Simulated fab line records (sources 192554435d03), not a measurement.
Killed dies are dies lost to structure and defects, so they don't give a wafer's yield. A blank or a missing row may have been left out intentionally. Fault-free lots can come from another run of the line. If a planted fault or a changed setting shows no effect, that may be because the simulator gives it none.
Which tool was responsible? | flow n5_finfet | 11 lots with 31 wafers sampled at 4 steps, on a route of 1938 steps

== WHAT EACH GAUGE READ, for each wafer ==
N5_BEOL_M5_THK_MEAS_53: measures by xrf.
lot  | measured     | on            | M5_THK (nm)
L121 | day 9 11:04  | film_metro-02 | 60.2 64.5 61.4
L122 | day 9 21:36  | film_metro-02 | 61.4 62.6 63.6
L124 | day 10 15:01 | film_metro-01 | 62.7 60.2 64.2
L129 | day 12 09:37 | film_metro-01 | 62.1 62.1 61.5
L128 | day 12 13:31 | film_metro-02 | 62.9 62.1
L134 | day 13 15:46 | film_metro-02 | 61.5 62.8
L135 | day 14 00:31 | film_metro-01 | 64.6 63.0 63.4
L138 | day 14 04:58 | film_metro-02 | 59.8 60.8 63.5
L137 | day 14 05:38 | film_metro-01 | 62.2 61.9 62.7
L140 | day 14 06:16 | film_metro-02 | 63.1 63.2 62.0
L139 | day 16 01:01 | film_metro-01 | 61.8 62.5 62.1

== TOOL THAT RAN EACH LOT (tool first, then ch and the chambers of the sampled wafers, then the start) ==
lot  | N5_BEOL_M5_PECVD_70             | N5_BEOL_M5_SPUTTER_88        | N5_BEOL_M5_CMP_52
L121 | pecvd-01 ch 1,2, day 8 22:15    | pvd_sputter-02, day 9 09:10  | cmp-03 ch 0,2,3, day 9 10:47
L122 | pecvd-01 ch 0,1,2, day 9 11:50  | pvd_sputter-01, day 9 19:43  | cmp-02 ch 0,1,3, day 9 21:25
L124 | pecvd-03 ch 0,1,2, day 10 02:11 | pvd_sputter-02, day 10 12:48 | cmp-02 ch 0,1,3, day 10 14:47
L129 | pecvd-01 ch 1,2, day 12 00:17   | pvd_sputter-03, day 12 07:41 | cmp-03 ch 0,1,2, day 12 09:19
L128 | pecvd-01 ch 0,2, day 12 01:13   | pvd_sputter-02, day 12 11:32 | cmp-04 ch 1,2, day 12 13:13
L134 | pecvd-01 ch 0,2, day 13 04:51   | pvd_sputter-01, day 13 13:52 | cmp-02 ch 1,3, day 13 15:28
L135 | pecvd-03 ch 0,1,2, day 13 07:58 | pvd_sputter-02, day 13 22:38 | cmp-04 ch 2,3, day 14 00:14
L138 | pecvd-03 ch 0,1,2, day 13 13:02 | pvd_sputter-02, day 14 03:05 | cmp-03 ch 0,1,3, day 14 04:44
L137 | pecvd-02 ch 0,1, day 13 15:37   | pvd_sputter-01, day 14 03:46 | cmp-02 ch 0,1,2, day 14 05:23
L140 | pecvd-03 ch 0,2, day 13 20:37   | pvd_sputter-03, day 14 04:23 | cmp-02 ch 1,2,3, day 14 06:03
L139 | pecvd-02 ch 0,2, day 15 12:37   | pvd_sputter-03, day 15 23:08 | cmp-02 ch 2,3, day 16 00:43
- N5_BEOL_M5_PECVD_70: deposits SiO2 from TEOS/O2, target thk 16 nm, time 18 s.
- N5_BEOL_M5_SPUTTER_88: material Cu, target thk 15 nm, time 27.62 s.
- N5_BEOL_M5_CMP_52: polishes, stops on SiCOH lowk, t overpolish 6.9 s, target thk 62 nm.

== THE ANSWER, worked out from the rows above alone ==
Rule: usual is defined by the lots themselves. Put in order of their means at a reading, lots are off if they are a third of the lots or fewer, leave a main group of 4 or more, and stand apart from it by a gap of 3 or more times the standard deviation of the main group's means; of several such gaps the widest counts. The tables above print the reading to a certain number of digits; a main group whose means all agree to those digits is not used. A lot without any number at a reading at which 4 lots or more have one is off too. Any other lot the step has rows for is counted as sound.
No lot is off on any of the readings shown, so nothing can be concluded from this.

== WHAT THE SIMULATOR HAD INSERTED ==
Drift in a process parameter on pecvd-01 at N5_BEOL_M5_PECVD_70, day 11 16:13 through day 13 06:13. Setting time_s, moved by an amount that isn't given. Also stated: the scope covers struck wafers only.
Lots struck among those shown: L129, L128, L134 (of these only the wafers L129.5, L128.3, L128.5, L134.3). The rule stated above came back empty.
